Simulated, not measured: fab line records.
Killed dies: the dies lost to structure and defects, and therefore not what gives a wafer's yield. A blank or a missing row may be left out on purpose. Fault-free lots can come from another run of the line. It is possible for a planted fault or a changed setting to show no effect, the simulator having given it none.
A struck lot beside a sound one || flow n5-finfet || 12 out of 1938 route steps
Sound: wafers L946.1, L946.3, L946.5. Struck: wafers L941.1, L941.3, L941.4. At the end, the cause is stated.
At each step with rows: each side's tool, then ch and its chambers, then its first start. Under that, the readings that differ: sound wafers || struck wafers || difference of the means || sigmas: that difference in standard deviations of wafers without a fault.
alike: words and numbers the same on both sides, and readings whose means are apart by under 2 such deviations; not compared: readings that were withheld, readings missing a value for some wafer, numbers with overlapping values and no deviation given by the record, and bounds like >300 which may hide the same value.
The two part at a step that has a row with sigmas, a row that says differs or no value, or rows on one side only. Non-overlapping numbers with no deviation appear without sigmas and do not part them. Lack of a reading on every wafer of one side parts them only where that side has two or more wafers.

first, 3 steps without rows for these wafers: N5_SD_EPI_P_PRECLEAN_32 (cleans in dHF, time 10 s); N5_SD_EPI_P_PRECLEAN_33 (cleans in SC2, time 45 s); N5_SD_EPI_P_SRD_25 (time 30 s).
N5_SD_EPI_P_INSPECT_26: inspects for defects (darkfield).
  struck on defect-inspect-02, day 7 05:08; sound on defect-inspect-02, day 8 08:04
  alike: raw-defect-count
N5_SD_ACTIVATION_RTA_00: time 0 s.
  sound on rtp-anneal-02 ch 0, day 8 08:11; struck on rtp-anneal-01 ch 0, day 7 05:09
  alike: lamp-power-pct, wafer_temp_C_max
N5_SD_ACTIVATION_LSA_01: time 0.0008 s.
  sound on laser-anneal-01 ch 0, day 8 08:23; struck on laser-anneal-02 ch 0, day 7 05:21
  alike: wafer_temp_C_max
N5_SD_ACTIVATION_INSPECT_02: inspects for defects (darkfield).
  struck on defect-inspect-01, day 7 05:53; sound on defect-inspect-01, day 8 08:55
  alike: raw-defect-count
N5_ILD0_LINER_00: material SiNx, target thk 4 nm, pulse time 1 s, purge time 2 s.
  sound on ald-sin-04 ch 1,2, day 8 08:57; struck on ald-sin-02 ch 0,1,3, day 7 06:03
  alike: chamber-pressure-Torr, heater-power-outer-w, heater-power-w, precursor-pulse-height-rel
then, 2 steps without rows for these wafers: N5_ILD0_FCVD_FILL_01 (material SiO2 flowable, target thk 200 nm, time 328.3 s); N5_ILD0_CURE_02 (time 1800 s).
N5_ILD0_CMP_03: polishes, stops on SiNx, t overpolish 1.9 s, target thk 197.38 nm.
  sound on cmp-04 ch 1,3, day 8 11:22; struck on cmp-03 ch 1,2,3, day 7 10:38
  no value came back on the struck wafers for any of 6 readings (edge-zone-pressure-frac, head-pressure-psi (psi) and others); on the sound wafers edge-zone-pressure-frac reads 0.996 0.994 1.000
{"reading": "model.SiNx_of_DUMMY_GATE_HM_DEP_06.thk-nm (nm)", "sound": "76.4 77.4 77.6", "struck": "80 79.8 79", "difference": "+2", "sigmas": ""}
  not compared: model.SiO2_flowable_of_ILD0_FCVD_FILL_01.thk-nm
N5_BEOL_M4_RC_MEAS_101:
  the record has rows for the sound wafers here (prober-01 ch 0, day 12 19:45) and none for the struck ones

== WHERE THEY PART ==
At N5_ILD0_CMP_03 first; at N5_BEOL_M4_RC_MEAS_101 last (within this record only).

WHY: the cause the simulator had injected
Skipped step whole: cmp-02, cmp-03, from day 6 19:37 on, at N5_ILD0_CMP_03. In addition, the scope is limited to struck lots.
